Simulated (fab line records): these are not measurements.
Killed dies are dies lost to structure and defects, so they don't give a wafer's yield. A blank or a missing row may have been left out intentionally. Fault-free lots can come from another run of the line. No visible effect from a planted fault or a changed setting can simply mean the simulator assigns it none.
Which tool did it? ; flow n5_finfet ; Sampling: 8 lots, 24 wafers, 8 of 1938 route steps

## WHAT THE GAUGES SHOWED, per wafer
N5_MOL_CONTACT_COAG_CD_MEAS_84 targets a cd of 25.1 nm.
lot;measured;on;cd_nm (nm)
L747;day 5 23:01;cd_sem-02;25.06 25.11 25.19
L748;day 6 05:18;cd_sem-02;24.88 25.35 25.02
L753;day 7 10:40;cd_sem-03;24.96 25.16 25.34
L755;day 8 07:18;cd_sem-01;24.96 25.18 24.42
L756;day 8 10:40;cd_sem-03;24.84 25.38 25.63
L757;day 8 16:06;cd_sem-03;25.23 25.27 25.09
L758;day 8 19:41;cd_sem-02;25.12 25.03 25.06
L764;day 10 03:59;cd_sem-03;25.18 25.48 25.07

N5_MOL_CONTACT_COAG_OVL_MEAS_41.
lot;measured;on;VD_OVL (nm)
L747;day 6 00:17;overlay-01;-0.1 -0.1 -0.3
L748;day 6 06:45;overlay-02;-0.2 0.2 -0.3
L753;day 7 12:29;overlay-02;-0.6 0.9 -0.8
L755;day 8 08:37;overlay-01;-1.9 -1.2 -1.8
L756;day 8 14:01;overlay-01;-1.3 -0.3 -1.0
L757;day 8 18:48;overlay-02;-0.6 -0.7 0.2
L758;day 8 22:36;overlay-01;-0.6 -1.2 0.0
L764;day 10 05:31;overlay-02;-0.2 0.9 0.9

N5_MOL_CONTACT_COAG_THK_MEAS_53.
lot;measured;on;VIA_MOL_THK (nm)
L747;day 6 01:58;film_metro-02;44.0 43.3 44.9
L748;day 6 09:17;film_metro-01;44.4 44.6 44.6
L753;day 7 15:31;film_metro-01;43.4 42.8 44.3
L755;day 8 10:40;film_metro-01;43.3 74.7 75.2
L756;day 8 16:01;film_metro-02;42.9 43.8 44.0
L757;day 8 20:46;film_metro-02;42.9 43.9 44.2
L758;day 9 00:15;film_metro-01;74.7 43.9 75.4
L764;day 10 07:18;film_metro-02;42.5 42.2 43.3

N5_BEOL_M4_RC_MEAS_101.
lot;measured;on;DIBL_N (mV/V);DIBL_P (mV/V);IOFF_N (nA/um);IOFF_P (nA/um);ION_N (uA/um);ION_P (uA/um);SS_N (mV/dec);SS_P (mV/dec);VT_N (mV);VT_P (mV)
L747;day 8 21:08;prober-02;35.0 36.4 38.2;34.9 36.8 38.8;0.137 0.176 0.212;0.171 0.195 0.222;663 682 686;453 464 456;70.7 71.5 71.1;72.3 73.4 73.6;250.8 245.6 243.2;-255 -254 -252
L748;day 8 23:38;prober-02;36.2 34.4 36.4;35.2 33.4 34.8;0.150 0.129 0.161;0.229 0.214 0.235;666 670 667;468 471 461;71.1 70.6 70.9;73.1 72.0 73.4;252.7 251.9 248.3;-247 -250 -247
L753;day 10 16:14;prober-01;34.8 36.0 36.4;33.3 35.0 35.6;0.128 0.153 0.152;0.189 0.218 0.225;669 679 662;468 465 464;72.3 71.9 71.5;73.1 72.9 72.9;252.8 248.1 250.0;-247 -248 -247
L755;day 11 00:20;prober-01;38.0;37.9;0.180;0.227;677;463;71.9;73.6;247.7;-250
L756;day 11 16:56;prober-01;35.5 35.8 34.5;37.0 36.9 36.1;0.149 0.160 0.144;0.189 0.193 0.182;677 672 668;458 457 454;71.5 71.5 71.3;73.8 72.9 73.4;249.4 250.1 250.6;-251 -254 -250
L757;day 11 07:46;prober-01;35.8 36.0 36.3;33.7 34.3 33.9;0.151 0.158 0.159;0.171 0.180 0.179;668 682 673;451 462 457;72.0 70.8 71.1;73.8 73.5 74.0;252.2 250.4 250.6;-260 -255 -255
L758;day 11 13:43;prober-01;36.0;33.6;0.138;0.161;667;451;71.5;72.5;253.7;-254
L764;day 13 05:38;prober-01;36.0 34.7 37.8;35.2 33.2 37.7;0.143 0.120 0.188;0.185 0.159 0.224;674 655 682;459 450 464;71.3 72.0 71.5;72.9 72.7 73.9;252.5 253.5 245.5;-254 -254 -251

## WHICH TOOL RAN EACH LOT (tool, then ch and the chambers of the sampled wafers, then the start)
lot;N5_MOL_CONTACT_COAG_PECVD_31;N5_MOL_CONTACT_COAG_ETCHBACK_132;N5_MOL_CONTACT_COAG_ETCH_47;N5_MOL_CONTACT_COAG_ETCH_124
L747;pecvd-02 ch 1,2, day 5 22:40;rie_diel-03 ch 1,2,3, day 5 23:27;rie_diel-03 ch 1,2,3, day 5 23:43;rie_diel-01 ch 0,1,3, day 6 00:53
L748;pecvd-01 ch 0,1,2, day 6 04:51;rie_diel-03 ch 0,2,3, day 6 05:46;rie_diel-03 ch 0,2,3, day 6 06:01;rie_diel-05 ch 1,2, day 6 07:45
L753;pecvd-01 ch 0,2, day 7 10:20;rie_diel-05 ch 0,1,3, day 7 11:31;rie_diel-05 ch 0,1,3, day 7 11:47;rie_diel-05 ch 1,3, day 7 14:25
L755;pecvd-01 ch 1,2, day 8 06:50;rie_diel-01 ch 1,2, day 8 07:44;rie_diel-01 ch 1,2, day 8 08:00;rie_diel-01 ch 1,2, day 8 09:12
L756;pecvd-03 ch 1, day 8 10:19;rie_diel-01 ch 1,2, day 8 13:03;rie_diel-01 ch 1,2, day 8 13:19;rie_diel-03 ch 0,1, day 8 14:56
L757;pecvd-03 ch 1,2, day 8 15:38;rie_diel-01 ch 0,1,2, day 8 17:55;rie_diel-01 ch 0,1,2, day 8 18:11;rie_diel-03 ch 2,3, day 8 19:41
L758;pecvd-01 ch 0,1,2, day 8 19:22;rie_diel-05 ch 0,1,2, day 8 21:37;rie_diel-05 ch 0,1,2, day 8 21:53;rie_diel-03 ch 0,1,3, day 8 23:10
L764;pecvd-03 ch 0,1, day 10 03:39;rie_diel-03 ch 1,2,3, day 10 04:32;rie_diel-03 ch 1,2,3, day 10 04:48;rie_diel-01 ch 0,1,2, day 10 06:14
- N5_MOL_CONTACT_COAG_PECVD_31: deposits SiO2 from TEOS/O2, target thk 46 nm, time 8.9 s.
- N5_MOL_CONTACT_COAG_ETCHBACK_132: etches SiO2 in CHF3, target depth 10 nm, time 6.7 s.
- N5_MOL_CONTACT_COAG_ETCH_47: etches SiNx in CH3F/O2, stops on W, target depth 27 nm.
- N5_MOL_CONTACT_COAG_ETCH_124: etches SiNx in CH3F/O2, stops on SiOC, target depth 6.5 nm.

## AS READ BY THE TOOLS THEMSELVES (means over the sampled wafers that have a number; for cases with no such wafer, the mark the record gives instead)
N5_MOL_CONTACT_COAG_ETCHBACK_132.
lot;tool;CHF3_flow_sccm (sccm);drypump_motor_current_A (A);oes_product_au (a.u.);rf_vpp_V (V);showerhead_plenum_p_Torr (Torr);throttle_valve_pct (%)
L747;rie_diel-03;50.04;6.2;0.78;523;2.42;18.64
L748;rie_diel-03;49.99;6.4;0.82;519;2.37;18.71
L753;rie_diel-05;49.97;5.6;0.72;520;2.39;18.81
L755;rie_diel-01;50.05;5.6;0.78;525;2.43;18.51
L756;rie_diel-01;50.11;5.6;0.78;526;2.43;18.52
L757;rie_diel-01;50.10;5.7;0.83;525;2.40;18.41
L758;rie_diel-05;49.99;5.9;0.70;518;2.38;18.83
L764;rie_diel-03;49.98;6.2;0.75;522;2.41;18.69

N5_MOL_CONTACT_COAG_ETCH_47.
lot;tool;CH3F_flow_sccm (sccm);drypump_motor_current_A (A);etch_rf_on_time_s (s);oes_product_au (a.u.);rf_vpp_V (V);showerhead_plenum_p_Torr (Torr);throttle_valve_pct (%)
L747;rie_diel-03;29.99;6.2;31.5;0.69;297.3;2.04;16.29
L748;rie_diel-03;30.11;6.4;31.3;0.73;295.1;1.99;16.33
L753;rie_diel-05;29.98;5.6;31.6;0.64;294.2;2.01;16.46
L755;rie_diel-01;29.94;5.6;44.2;0.43;298.2;2.05;16.13
L756;rie_diel-01;30.06;5.6;31.3;0.70;297.4;2.05;16.15
L757;rie_diel-01;29.96;5.7;31.3;0.75;297.7;2.03;16.03
L758;rie_diel-05;29.91;5.9;44.3;0.39;294.5;2.00;16.45
L764;rie_diel-03;29.92;6.2;31.4;0.67;296.8;2.03;16.34

N5_MOL_CONTACT_COAG_ETCH_124.
lot;tool;CH3F_flow_sccm (sccm);drypump_motor_current_A (A);oes_product_au (a.u.);rf_vpp_V (V);showerhead_plenum_p_Torr (Torr);throttle_valve_pct (%)
L747;rie_diel-01;30.10;5.6;0.65;297.1;2.03;16.10
L748;rie_diel-05;29.94;6.3;0.62;293.7;1.99;16.43
L753;rie_diel-05;29.96;5.9;0.62;293.8;1.98;16.42
L755;rie_diel-01;29.97;5.9;0.40;296.0;1.98;16.18
L756;rie_diel-03;30.00;6.1;0.74;293.4;2.01;16.08
L757;rie_diel-03;29.91;6.4;0.65;295.7;1.97;16.37
L758;rie_diel-03;29.98;6.1;0.45;294.2;2.00;16.11
L764;rie_diel-01;30.02;5.7;0.70;297.9;2.02;16.02

## THE ANSWER, worked out from the rows above alone
Rule: what is usual is taken from the lots themselves. The widest of any qualifying gaps counts: lots, ordered by their means at a reading, are off when they make up no more than a third of the lots, leave a main group of 4 or more, and stand apart from it by 3 or more times the standard deviation of that group's means. The tables above print the reading to a certain number of digits; a main group whose means all agree to those digits is not used. Also off: a lot with no number at a reading for which 4 or more lots have one. Any other lot the step has rows for is counted as sound. The gauges are gone through in route order, then the tools' own readings, and for those a lot's mean is taken as printed above. At the first step where some lot is off, the reading lying furthest off is the one used; lots without a number count as furthest.
Off: L755, L758, at N5_MOL_CONTACT_COAG_THK_MEAS_53 (VIA_MOL_THK). The main group has a mean of 43.7 nm with a standard deviation of 0.57.
If a tool, at a process step before that reading, ran all the lots that are off and no sound lot after the first of them, it fits. Not tried: the gauges at N5_MOL_CONTACT_COAG_THK_MEAS_53; whatever is off there is also off at N5_MOL_CONTACT_COAG_ETCH_47, on other tools, and gauge error can't account for it. One fits: N5_MOL_CONTACT_COAG_PECVD_31 on pecvd-01. A fault onset in the window from L753 (day 7 10:20, its last sound lot) to L755 (day 8 06:50, its first lot off) fits.

## WHAT THE SIMULATOR PUT IN
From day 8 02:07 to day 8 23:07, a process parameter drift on pecvd-01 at N5_MOL_CONTACT_COAG_PECVD_31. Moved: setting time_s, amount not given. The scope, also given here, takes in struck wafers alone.
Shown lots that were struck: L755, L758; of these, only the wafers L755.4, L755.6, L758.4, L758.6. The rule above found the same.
